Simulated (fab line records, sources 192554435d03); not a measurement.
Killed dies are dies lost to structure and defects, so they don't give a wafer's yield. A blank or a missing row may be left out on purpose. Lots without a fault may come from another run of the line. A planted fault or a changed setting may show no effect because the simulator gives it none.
Split-lot experiment | flow n5_finfet | 7 lots, 21 wafers read, on a route of 1938 steps

THE SPLIT
At N5_BEOL_M9_TRENCH_ETCH_37 (etches SiCOH lowk in C4F6/O2, target depth 151.43 nm, time 49 s), the setting source_w was moved away from the recipe's 345 W on 4 of the 21 wafers read, by -11.5% to +11.0%. The other wafers ran this setting at the recipe's value.

The reading is taken at the split's own step.

THE READING
rf_vpp_V, in V, at N5_BEOL_M9_TRENCH_ETCH_37 (etches SiCOH lowk in C4F6/O2, target depth 151.43 nm, time 49 s). Fault-free wafers of this fab line usually give 667 V, standard deviation 6.3 V.

wafer  | tool, chamber at the split | source_w as run, W | against the recipe | rf_vpp_V, V | against lot-mates on the recipe
L074.2 | rie_diel-04, 1             | 345                | recipe             | 670         | -
L074.4 | rie_diel-04, 2             | 345                | recipe             | 662         | -
L074.6 | rie_diel-04, 1             | 345                | recipe             | 672         | -
L078.3 | rie_diel-03, 3             | 345                | recipe             | 666         | -
L078.5 | rie_diel-03, 2             | 345                | recipe             | 659         | -
L078.6 | rie_diel-03, 3             | 345                | recipe             | 665         | -
L077.3 | rie_diel-01, 0             | 345                | recipe             | 668         | -
L077.4 | rie_diel-01, 3             | 345                | recipe             | 674         | -
L077.6 | rie_diel-01, 3             | 305.2              | -11.5%             | 717         | +46
L079.2 | rie_diel-03, 1             | 345                | recipe             | 662         | -
L079.5 | rie_diel-03, 1             | 315.6              | -8.5%              | 694         | +32
L079.6 | rie_diel-03, 2             | 315.6              | -8.5%              | 689         | +27
L082.2 | rie_diel-03, 2             | 345                | recipe             | 658         | -
L082.4 | rie_diel-03, 3             | 345                | recipe             | 665         | -
L082.6 | rie_diel-03, 1             | 345                | recipe             | 663         | -
L094.3 | rie_diel-01, 0             | 345                | recipe             | 667         | -
L094.4 | rie_diel-01, 1             | 382.9              | +11.0%             | 639         | -28
L094.6 | rie_diel-01, 0             | 345                | recipe             | 668         | -
L096.1 | rie_diel-03, 1             | 345                | recipe             | 663         | -
L096.2 | rie_diel-03, 0             | 345                | recipe             | 663         | -
L096.6 | rie_diel-03, 3             | 345                | recipe             | 663         | -

THE FIT
A straight line over all 21 wafers: rf_vpp_V changes by -3.3 V for each +1% of source_w; r = -0.94; the points scatter about the line by 5.6 V.
The same after taking each lot's own level away (the mean of its wafers on the recipe; 21 wafers): -3.34 V for each +1%; r = -0.97; scatter 3.6 V.
On that fit, the largest move of source_w shifts the reading by 39 V.
The lots' own levels span 662.0 to 671.0 V, that is 1.4 times the standard deviation above.
So the lot-to-lot level changes the slope little: the two slopes agree.
Check: with one of the wafers moved furthest among these (-11.5%) left out of the fit, the line predicts +35.8 V for it against its lot-mates. It came out at +46 V against them.
Tool readings at the split's step, against how far the setting was moved: rf_vpp_V r = -0.94.

OTHER SPLITS ON THESE WAFERS
These wafers also went through other splits before the reading. Each is held against what the fit with the lots' levels taken away leaves over:
other split on the same wafers   | wafers away from the commonest value | r with rf_vpp_V (lot level and that fit taken away)
N5_BEOL_M2_TRENCH_ETCH_37 bias_w | 7                                    | +0.26
N5_BEOL_M4_PECVD_72 temp_c       | 5                                    | -0.01
N5_BEOL_M4_COAT_05 spin_rpm      | 6                                    | +0.39
N5_BEOL_M5_COAT_71 spin_rpm      | 6                                    | +0.00
N5_BEOL_M5_ETCH_41 source_w      | 7                                    | -0.05
N5_BEOL_M7_PECVD_70 temp_c       | 6                                    | +0.01
N5_BEOL_M8_COAT_05 spin_rpm      | 10                                   | -0.20
N5_BEOL_M9_ETCH_66 time_s        | 6                                    | +0.18

THE FILE'S OWN FIT
rf_vpp_V changes by -3.37 V for each +1% of source_w, r = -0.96.
